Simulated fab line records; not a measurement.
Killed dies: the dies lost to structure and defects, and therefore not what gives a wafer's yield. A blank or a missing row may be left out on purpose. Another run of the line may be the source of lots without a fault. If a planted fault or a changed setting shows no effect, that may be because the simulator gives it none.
Chamber matching + flow n5 finfet + N5_BEOL_M7_STRIP_19 on rie diel-06 has 4 sister chambers
The step strips in O2. 8 wafers are shown with their chamber, then 8 later ones without.

## EACH WAFER AND ITS CHAMBER
| wafer  | chamber | showerhead plenum p Torr (Torr) | throttle valve pct (%) |
|--------|---------|---------------------------------|------------------------|
| L077.6 | 2       | 2.21                            | 16.56                  |
| L089.2 | 3       | 2.02                            | 16.95                  |
| L089.3 | 1       | 2.20                            | 16.42                  |
| L089.4 | 0       | 2.14                            | 16.43                  |
| L090.1 | 3       | 2.02                            | 16.97                  |
| L090.4 | 1       | 2.20                            | 16.41                  |
| L090.5 | 0       | 2.14                            | 16.41                  |
| L092.3 | 2       | 2.20                            | 16.59                  |

## WAFERS WHOSE CHAMBER IS MISSING
| wafer  | showerhead plenum p Torr (Torr) | throttle valve pct (%) |
|--------|---------------------------------|------------------------|
| L092.4 | 2.02                            | 16.97                  |
| L092.6 | 2.14                            | 16.44                  |
| L093.1 | 2.19                            | 16.60                  |
| L093.2 | 2.20                            | 16.44                  |
| L093.4 | 2.02                            | 16.97                  |
| L097.2 | 2.01                            | 17.02                  |
| L097.4 | 2.20                            | 16.42                  |
| L097.5 | 2.20                            | 16.44                  |

## CHAMBER TAKEN BY EACH
| wafer  | from the rows above | in truth |
|--------|---------------------|----------|
| L092.4 | 3                   | 3        |
| L092.6 | 0                   | 0        |
| L093.1 | 2                   | 2        |
| L093.2 | 1                   | 1        |
| L093.4 | 3                   | 3        |
| L097.2 | 3                   | 3        |
| L097.4 | 1                   | 1        |
| L097.5 | 1                   | 1        |
Correctly placed: 8 of 8. Can't be placed from these rows: 0. 0 placed wrongly.
How it was worked out, from the rows above alone: a wafer's distance from a chamber is the root of the sum, over the readings, of the square of ((its reading less the chamber's mean) divided by the reading's scatter). If the next closest chamber is less than 2 further off than the closest, the wafer can't be placed; otherwise it belongs to the closest. The mean given for a chamber averages the wafers shown for that chamber. The scatter: take each reading less its chamber's mean, square it, sum over the shown wafers, divide by the number of wafers less the number of chambers, and take the root.
